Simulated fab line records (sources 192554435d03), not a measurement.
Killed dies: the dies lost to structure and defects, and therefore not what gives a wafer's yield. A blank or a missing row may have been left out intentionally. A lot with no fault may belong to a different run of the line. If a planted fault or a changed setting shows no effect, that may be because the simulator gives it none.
Chamber matching + flow n5 finfet + N5_STI_FIN_REVEAL_STRIP_24 on rie diel-01 has 4 sister chambers
The step strips in N2/H2, time 90 s. 8 wafers are shown with their chamber, then 8 later ones without.

== WAFERS, EACH WITH ITS CHAMBER ==
| wafer  | chamber | drypump motor current A (A) | showerhead plenum p Torr (Torr) |
|--------|---------|-----------------------------|---------------------------------|
| L501.1 | 3       | 5.4                         | 3.29                            |
| L507.1 | 2       | 6.2                         | 3.46                            |
| L507.2 | 0       | 4.7                         | 3.38                            |
| L507.3 | 1       | 5.1                         | 3.27                            |
| L509.3 | 1       | 5.0                         | 3.27                            |
| L509.4 | 2       | 6.2                         | 3.45                            |
| L509.6 | 0       | 4.7                         | 3.38                            |
| L510.1 | 3       | 5.4                         | 3.28                            |

== WAFERS WITH NO CHAMBER GIVEN ==
| wafer  | drypump motor current A (A) | showerhead plenum p Torr (Torr) |
|--------|-----------------------------|---------------------------------|
| L510.2 | 4.7                         | 3.38                            |
| L510.5 | 5.0                         | 3.26                            |
| L517.2 | 5.0                         | 3.26                            |
| L517.3 | 5.4                         | 3.27                            |
| L517.6 | 5.4                         | 3.28                            |
| L520.2 | 5.1                         | 3.25                            |
| L520.4 | 6.2                         | 3.45                            |
| L520.5 | 4.7                         | 3.36                            |

== CHAMBER TAKEN BY EACH ==
| wafer  | from the rows above | in truth |
|--------|---------------------|----------|
| L510.2 | 0                   | 0        |
| L510.5 | 1                   | 1        |
| L517.2 | 1                   | 1        |
| L517.3 | 3                   | 3        |
| L517.6 | 3                   | 3        |
| L520.2 | 1                   | 1        |
| L520.4 | 2                   | 2        |
| L520.5 | 0                   | 0        |
Correct placement for 8 of the 8. Left unplaced by these rows: 0. Wrongly placed: 0.
How it was worked out, from the rows above alone: a wafer's distance from a chamber is the root of the sum, over the readings, of the square of ((its reading less the chamber's mean) divided by the reading's scatter). The wafer belongs to the nearest chamber; if the next one is less than 2 further off, it can't be placed. A chamber's mean is the mean of its shown wafers. The scatter: take each reading less its chamber's mean, square it, sum over the shown wafers, divide by the number of wafers less the number of chambers, and take the root.
